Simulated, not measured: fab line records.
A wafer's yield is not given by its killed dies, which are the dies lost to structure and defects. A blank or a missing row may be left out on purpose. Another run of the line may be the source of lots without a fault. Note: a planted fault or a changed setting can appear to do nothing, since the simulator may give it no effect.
Chamber matching :: flow n5-finfet :: N5_BEOL_M0_SAQP_ETCH_101 on rie-diel-03 has 4 sister chambers
The step etches SiNx in CH3F/O2, target depth 29.9 nm, time 42.7 s. 16 wafers are shown with their chamber, then 8 later ones without.

== WAFERS, EACH WITH ITS CHAMBER ==
wafer: L074.2
chamber: 3
drypump-motor-current-A (A): 6.6
showerhead-plenum-p-Torr (Torr): 2.01
throttle-valve-pct (%): 16.01

wafer: L074.3
chamber: 2
drypump-motor-current-A (A): 5.7
showerhead-plenum-p-Torr (Torr): 2.06
throttle-valve-pct (%): 16.42

wafer: L074.4
chamber: 2
drypump-motor-current-A (A): 5.7
showerhead-plenum-p-Torr (Torr): 2.06
throttle-valve-pct (%): 16.42

wafer: L075.1
chamber: 2
drypump-motor-current-A (A): 5.7
showerhead-plenum-p-Torr (Torr): 2.06
throttle-valve-pct (%): 16.42

wafer: L075.5
chamber: 2
drypump-motor-current-A (A): 5.7
showerhead-plenum-p-Torr (Torr): 2.06
throttle-valve-pct (%): 16.42

wafer: L075.6
chamber: 0
drypump-motor-current-A (A): 5.3
showerhead-plenum-p-Torr (Torr): 1.95
throttle-valve-pct (%): 16.24

wafer: L076.3
chamber: 2
drypump-motor-current-A (A): 5.8
showerhead-plenum-p-Torr (Torr): 2.06
throttle-valve-pct (%): 16.42

wafer: L076.4
chamber: 2
drypump-motor-current-A (A): 5.8
showerhead-plenum-p-Torr (Torr): 2.06
throttle-valve-pct (%): 16.42

wafer: L076.6
chamber: 3
drypump-motor-current-A (A): 6.6
showerhead-plenum-p-Torr (Torr): 2.01
throttle-valve-pct (%): 16.02

wafer: L077.3
chamber: 1
drypump-motor-current-A (A): 4.8
showerhead-plenum-p-Torr (Torr): 2.05
throttle-valve-pct (%): 16.07

wafer: L077.4
chamber: 0
drypump-motor-current-A (A): 5.3
showerhead-plenum-p-Torr (Torr): 1.95
throttle-valve-pct (%): 16.24

wafer: L077.6
chamber: 3
drypump-motor-current-A (A): 6.6
showerhead-plenum-p-Torr (Torr): 2.01
throttle-valve-pct (%): 16.03

wafer: L078.1
chamber: 3
drypump-motor-current-A (A): 6.6
showerhead-plenum-p-Torr (Torr): 2.01
throttle-valve-pct (%): 16.02

wafer: L078.5
chamber: 0
drypump-motor-current-A (A): 5.3
showerhead-plenum-p-Torr (Torr): 1.95
throttle-valve-pct (%): 16.24

wafer: L078.6
chamber: 3
drypump-motor-current-A (A): 6.6
showerhead-plenum-p-Torr (Torr): 2.01
throttle-valve-pct (%): 16.02

wafer: L082.1
chamber: 1
drypump-motor-current-A (A): 4.8
showerhead-plenum-p-Torr (Torr): 2.04
throttle-valve-pct (%): 16.10

SIGNATURES (averages over the wafers above)
reading: drypump-motor-current-A
chamber 0: 5.300
chamber 1: 4.800
chamber 2: 5.733
chamber 3: 6.600
scatter within a chamber: 0.0333

reading: showerhead-plenum-p-Torr
chamber 0: 1.9500
chamber 1: 2.0450
chamber 2: 2.0600
chamber 3: 2.0100
scatter within a chamber: 0.00204

reading: throttle-valve-pct
chamber 0: 16.2400
chamber 1: 16.0850
chamber 2: 16.4200
chamber 3: 16.0200
scatter within a chamber: 0.00736
Rule: for each reading, subtract the chamber's mean from the wafer's reading, divide by that reading's scatter and square the result; add these up over the readings and take the root, which gives the wafer's distance from the chamber. If the next closest chamber is less than 2 further off than the closest, the wafer can't be placed; otherwise it belongs to the closest. The scatter is the square root of a quotient: the sum, over the shown wafers, of each reading's squared deviation from its chamber's mean, divided by wafers minus chambers.

== WAFERS MISSING THEIR CHAMBER ==
wafer: L082.3
drypump-motor-current-A (A): 6.6
showerhead-plenum-p-Torr (Torr): 2.00
throttle-valve-pct (%): 16.03

wafer: L082.5
drypump-motor-current-A (A): 5.3
showerhead-plenum-p-Torr (Torr): 1.95
throttle-valve-pct (%): 16.26

wafer: L087.1
drypump-motor-current-A (A): 4.8
showerhead-plenum-p-Torr (Torr): 2.04
throttle-valve-pct (%): 16.11

wafer: L087.4
drypump-motor-current-A (A): 6.7
showerhead-plenum-p-Torr (Torr): 2.00
throttle-valve-pct (%): 16.06

wafer: L087.5
drypump-motor-current-A (A): 4.8
showerhead-plenum-p-Torr (Torr): 2.04
throttle-valve-pct (%): 16.12

wafer: L096.1
drypump-motor-current-A (A): 5.3
showerhead-plenum-p-Torr (Torr): 1.94
throttle-valve-pct (%): 16.31

wafer: L096.2
drypump-motor-current-A (A): 6.6
showerhead-plenum-p-Torr (Torr): 2.00
throttle-valve-pct (%): 16.09

wafer: L096.3
drypump-motor-current-A (A): 5.7
showerhead-plenum-p-Torr (Torr): 2.05
throttle-valve-pct (%): 16.47

== CHAMBER TAKEN BY EACH ==
wafer: L082.3
from the rows above: 3
in truth: 3

wafer: L082.5
from the rows above: 0
in truth: 0

wafer: L087.1
from the rows above: 1
in truth: 1

wafer: L087.4
from the rows above: 3
in truth: 3

wafer: L087.5
from the rows above: 1
in truth: 1

wafer: L096.1
from the rows above: 0
in truth: 0

wafer: L096.2
from the rows above: 3
in truth: 3

wafer: L096.3
from the rows above: 2
in truth: 2
Placed correctly: 8 of 8. From these rows, 0 cannot be placed. Wrongly placed: 0.
